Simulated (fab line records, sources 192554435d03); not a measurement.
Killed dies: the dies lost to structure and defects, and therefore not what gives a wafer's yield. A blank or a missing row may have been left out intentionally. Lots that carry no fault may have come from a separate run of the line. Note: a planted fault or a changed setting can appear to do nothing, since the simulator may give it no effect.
Matching of chambers | flow n5 finfet | N5_BEOL_M7_CURE_74 on uv cure-01: 3 sister chambers
The step cures SiCOH lowk, time 240 s. 6 wafers are shown with their chamber, then 12 later ones without.

== WAFERS WITH THEIR CHAMBER ==
wafer  | chamber | wafer_temp_C_max | lamp power pct (%)
L079.3 | 1       | 387.1            | 52.20
L079.5 | 1       | 386.6            | 52.35
L082.4 | 2       | 386.4            | 52.33
L082.6 | 2       | 386.2            | 52.36
L084.3 | 0       | 386.5            | 52.34
L084.6 | 0       | 386.1            | 52.35

== WAFERS WITH NO CHAMBER GIVEN ==
wafer  | wafer_temp_C_max | lamp power pct (%)
L083.1 | 386.3            | 52.32
L083.4 | 386.6            | 52.38
L083.5 | 386.2            | 52.32
L087.1 | 386.4            | 52.31
L087.2 | 386.5            | 52.33
L087.5 | 386.1            | 52.30
L095.3 | 386.6            | 52.39
L095.5 | 387.2            | 52.26
L095.6 | 386.3            | 52.28
L096.3 | 386.4            | 52.26
L096.4 | 386.2            | 52.33
L096.5 | 386.2            | 52.24

== THE CHAMBER EACH PASSED THROUGH ==
wafer  | from the rows above          | in truth
L083.1 | can't be placed: 0 or 2 or 1 | 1
L083.4 | can't be placed: 0 or 2 or 1 | 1
L083.5 | can't be placed: 2 or 0 or 1 | 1
L087.1 | can't be placed: 0 or 2 or 1 | 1
L087.2 | can't be placed: 0 or 2 or 1 | 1
L087.5 | can't be placed: 2 or 0 or 1 | 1
L095.3 | can't be placed: 0 or 2 or 1 | 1
L095.5 | 1                            | 1
L095.6 | can't be placed: 0 or 2 or 1 | 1
L096.3 | can't be placed: 0 or 2 or 1 | 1
L096.4 | can't be placed: 2 or 0      | 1
L096.5 | can't be placed: 2 or 0 or 1 | 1
Correct placement for 1 of the 12. From these rows, 11 cannot be placed; in 10 the true chamber is one of the candidates. Placed wrongly: 0.
How it was worked out, from the rows above alone: a wafer's distance from a chamber is the root of the sum, over the readings, of the square of ((its reading less the chamber's mean) divided by the reading's scatter). If the next closest chamber is less than 2 further off than the closest, the wafer can't be placed; otherwise it belongs to the closest. For every chamber, the mean is computed from those of its wafers that are shown. The scatter: the root of (the sum of the squares of (reading less its chamber's mean) over the shown wafers, divided by (wafers less chambers)).
